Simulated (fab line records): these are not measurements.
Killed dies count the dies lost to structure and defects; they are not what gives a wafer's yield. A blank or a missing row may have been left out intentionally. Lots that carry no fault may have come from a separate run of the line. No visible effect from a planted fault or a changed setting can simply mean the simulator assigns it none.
Which tool is to blame? | flow nand harc | 13 lots, 39 wafers sampled, at 2 steps of a route of 1159

WHAT EACH GAUGE READ, for each wafer
NHARC_P_M1_THK_MEAS_24: measures by xrf.
lot  | measured     | on            | thk nm (nm)
L911 | day 6 14:01  | film metro-01 | 158.5 158.2 158.0
L914 | day 6 22:09  | film metro-02 | 158.2 157.3 157.7
L915 | day 7 11:55  | film metro-02 | 156.7 159.2 158.9
L917 | day 7 23:09  | film metro-02 | 152.1 154.4 154.9
L916 | day 7 23:55  | film metro-02 | 156.4 158.1 158.6
L918 | day 8 11:07  | film metro-02 | 157.1 158.7 157.8
L922 | day 9 08:40  | film metro-01 | 156.6 157.4 155.4
L921 | day 9 09:26  | film metro-02 | 159.2 155.1 157.7
L924 | day 9 11:56  | film metro-01 | 157.0 155.4 155.0
L926 | day 10 02:41 | film metro-02 | 157.3 157.5 158.1
L931 | day 11 03:36 | film metro-01 | 157.1 157.3 157.5
L932 | day 11 08:43 | film metro-01 | 158.2 158.8 158.0
L933 | day 11 19:53 | film metro-01 | 158.2 158.0 160.1

TOOL THAT RAN EACH LOT (tool first, then ch and the chambers of the sampled wafers, then the start)
lot  | NHARC_P_M1_ANNEAL_31
L911 | rtp anneal-01 ch 0, day 6 13:23
L914 | rtp anneal-01 ch 0, day 6 21:31
L915 | rtp anneal-01 ch 0, day 7 11:15
L917 | rtp anneal-02 ch 0, day 7 22:29
L916 | rtp anneal-02 ch 0, day 7 23:15
L918 | rtp anneal-01 ch 0, day 8 10:28
L922 | rtp anneal-02 ch 0, day 9 08:00
L921 | rtp anneal-02 ch 0, day 9 08:47
L924 | rtp anneal-01 ch 0, day 9 11:17
L926 | rtp anneal-01 ch 0, day 10 02:02
L931 | rtp anneal-02 ch 0, day 11 03:03
L932 | rtp anneal-01 ch 0, day 11 08:04
L933 | rtp anneal-01 ch 0, day 11 19:20
- NHARC_P_M1_ANNEAL_31: time 90 s.

AS READ BY THE TOOLS THEMSELVES (means over the sampled wafers that have a number; for cases with no such wafer, the mark the record gives instead)
NHARC_P_M1_ANNEAL_31.
lot  | tool          | wafer_temp_C_max
L911 | rtp anneal-01 | 225.81
L914 | rtp anneal-01 | 225.68
L915 | rtp anneal-01 | 225.89
L917 | rtp anneal-02 | 225.88
L916 | rtp anneal-02 | 226.05
L918 | rtp anneal-01 | 226.05
L922 | rtp anneal-02 | 225.74
L921 | rtp anneal-02 | 225.83
L924 | rtp anneal-01 | 225.65
L926 | rtp anneal-01 | 225.86
L931 | rtp anneal-02 | 225.90
L932 | rtp anneal-01 | 225.88
L933 | rtp anneal-01 | 225.79

THE ANSWER, worked out from the rows above alone
Rule: the usual values come from the lots themselves. Put in order of their means at a reading, lots are off if they are a third of the lots or fewer, leave a main group of 4 or more, and stand apart from it by a gap of 3 or more times the standard deviation of the main group's means; of several such gaps the widest counts. The tables above print the reading to a certain number of digits; a main group whose means all agree to those digits is not used. A lot without any number at a reading at which 4 lots or more have one is off too. All remaining lots with rows at the step are treated as sound. Order of review: gauges by route order, followed by the tools' own readings, for which a lot's mean as printed above is used. The first step at which some lot is off is used, and at that step the reading that is off furthest; a lot without a number counts as furthest.
Nothing can be told from this: no lot is off at any reading shown.

WHAT THE SIMULATOR HAD INSERTED
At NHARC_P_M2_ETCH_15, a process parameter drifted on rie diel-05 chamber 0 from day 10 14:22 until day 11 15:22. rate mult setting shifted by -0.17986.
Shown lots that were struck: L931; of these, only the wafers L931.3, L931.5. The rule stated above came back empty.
